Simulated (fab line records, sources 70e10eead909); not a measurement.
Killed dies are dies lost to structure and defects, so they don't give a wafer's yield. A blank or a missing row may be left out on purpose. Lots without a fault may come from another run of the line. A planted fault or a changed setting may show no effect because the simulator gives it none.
Chamber matching | flow nand_harc | NHARC_A_STAIRCASE_DESCUM_443 on rie_diel-04: 4 sister chambers
The step chemistry O2, time 3 s. 8 wafers are shown with their chamber, then 7 later ones without.

WAFERS WITH THEIR CHAMBER
wafer  | chamber | showerhead_plenum_p_Torr (Torr) | throttle_valve_pct (%)
L079.6 | 2       | 1.96                            | 11.306
L082.2 | 0       | 1.81                            | 11.304
L082.5 | 0       | 1.81                            | 11.315
L085.2 | 1       | 1.84                            | 11.313
L085.3 | 3       | 2.06                            | 11.320
L085.4 | 2       | 1.95                            | 11.301
L091.1 | 1       | 1.83                            | 11.293
L091.3 | 3       | 2.05                            | 11.299

WAFERS WITHOUT THEIR CHAMBER
wafer  | showerhead_plenum_p_Torr (Torr) | throttle_valve_pct (%)
L091.4 | 1.80                            | 11.314
L092.1 | 1.95                            | 11.302
L092.5 | 2.05                            | 11.316
L092.6 | 1.95                            | 11.305
L095.1 | 2.05                            | 11.311
L095.4 | 1.94                            | 11.319
L095.5 | 1.94                            | 11.314

WHICH CHAMBER EACH WENT THROUGH
wafer  | from the rows above | in truth
L091.4 | 0                   | 0
L092.1 | 2                   | 2
L092.5 | 3                   | 3
L092.6 | 2                   | 2
L095.1 | 3                   | 3
L095.4 | 2                   | 2
L095.5 | 2                   | 2
Placed correctly: 7 of 7. Can't be placed from these rows: 0. Placed wrongly: 0.
How it was worked out, from the rows above alone: a wafer's distance from a chamber is the root of the sum, over the readings, of the square of ((its reading less the chamber's mean) divided by the reading's scatter). The wafer belongs to the nearest chamber; if the next one is less than 2 further off, it can't be placed. A chamber's mean is the mean of its shown wafers. The scatter: the root of (the sum of the squares of (reading less its chamber's mean) over the shown wafers, divided by (wafers less chambers)).
